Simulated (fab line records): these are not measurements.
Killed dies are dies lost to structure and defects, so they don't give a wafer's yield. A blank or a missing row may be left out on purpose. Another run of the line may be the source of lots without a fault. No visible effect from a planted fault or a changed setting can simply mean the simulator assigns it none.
A lot that was struck, set against a sound lot	flow nand harc	13 out of 1302 route steps
Sound: these wafers, L893.3, L893.5, L893.6. Struck: wafers L885.1, L885.6 (left out: L885.2, a lot-mate that was not struck); the cause follows at the end.
Each step with rows lists, per side, the tool, then ch with its chambers, then its first start. Under that, the readings that differ: sound wafers	struck wafers	difference of the means	sigmas: that difference in standard deviations of wafers without a fault.
alike: same words and numbers on both sides, and readings whose means sit less than 2 such deviations apart. not compared: any withheld reading, any reading some wafer has no value for, any bound like >300 that may hide the same value, and any number with overlapping values for which the record gives no deviation.
The two part at a step that has a row with sigmas, a row that says differs or no value, or rows on one side only. Numbers that have no deviation but don't overlap get no sigmas and don't part them. A reading missing from all wafers of one side parts the sides only when that side holds two or more wafers.

NHARC_A_STAIRCASE_TRIM_14: chemistry O2, time 211.2 s.
  sound on rie diel-01 ch 0,2,3; struck on rie diel-05 ch 1,2
  alike: drypump motor current A, oes product au, rf vpp V, showerhead plenum p Torr, throttle valve pct
  not compared: rf hours counter h
NHARC_A_STAIRCASE_ETCH_15: etches the open film in C4F8/O2, target depth 100 nm, time 40.5 s.
  sound on rie diel-01 ch 1,2; struck on rie diel-05 ch 1,2
  alike: oes product au, rf vpp V, run length s
  not compared: rf hours counter h
NHARC_A_STAIRCASE_TRIM_16: chemistry O2, time 211.2 s.
  sound on rie diel-01 ch 1,2,3; struck on rie diel-05 ch 0,3
  alike: drypump motor current A, oes product au, rf vpp V, showerhead plenum p Torr, throttle valve pct
  not compared: rf hours counter h
then, 2 steps without rows for these wafers: NHARC_A_STAIRCASE_ETCH_17 (etches the open film in C4F8/O2, target depth 100 nm, time 40.5 s); NHARC_A_STAIRCASE_TRIM_18 (chemistry O2, time 211.2 s).
NHARC_A_STAIRCASE_ETCH_19: etches the open film in C4F8/O2, target depth 100 nm, time 40.5 s.
  sound on rie diel-01 ch 2,3; struck on rie diel-05 ch 2,3
  alike: oes product au, rf vpp V, run length s
  not compared: rf hours counter h
then, 4 steps without rows for these wafers: NHARC_A_STAIRCASE_TRIM_20 (chemistry O2, time 211.2 s); NHARC_A_STAIRCASE_ETCH_21 (etches the open film in C4F8/O2, target depth 100 nm, time 40.5 s); NHARC_A_STAIRCASE_TRIM_22 (chemistry O2, time 211.2 s); NHARC_A_STAIRCASE_ETCH_23 (etches the open film in C4F8/O2, target depth 100 nm, time 40.5 s).
NHARC_A_STAIRCASE_TRIM_24: chemistry O2, time 211.2 s.
  sound on rie diel-05 ch 1,2,3; struck on rie diel-01 ch 2
reading	sound	struck	difference	sigmas
rf vpp V (V)	57.2 55.7 58.4	58.9 59.5	+2.1	+2
  alike: drypump motor current A, oes product au, showerhead plenum p Torr, throttle valve pct
  not compared: rf hours counter h
NHARC_A_STAIRCASE_ETCH_25: etches the open film in C4F8/O2, target depth 100 nm, time 40.5 s.
  sound on rie diel-05 ch 1,2,3, day 21 15:40; struck on rie diel-01 ch 1, day 17 18:28
reading	sound	struck	difference	sigmas
run length s (s)	61.7 62.2 62.4	50.9 50.6	-11.4	-28
  alike: oes product au, rf vpp V
  not compared: rf hours counter h
then, 1 step without rows for these wafers: NHARC_A_STAIRCASE_TRIM_26 (chemistry O2, time 211.2 s).

WHERE THEY PART
Last at NHARC_A_STAIRCASE_ETCH_25 as far as this record goes, first at NHARC_A_STAIRCASE_TRIM_24.

WHY: what had been put in by the simulator
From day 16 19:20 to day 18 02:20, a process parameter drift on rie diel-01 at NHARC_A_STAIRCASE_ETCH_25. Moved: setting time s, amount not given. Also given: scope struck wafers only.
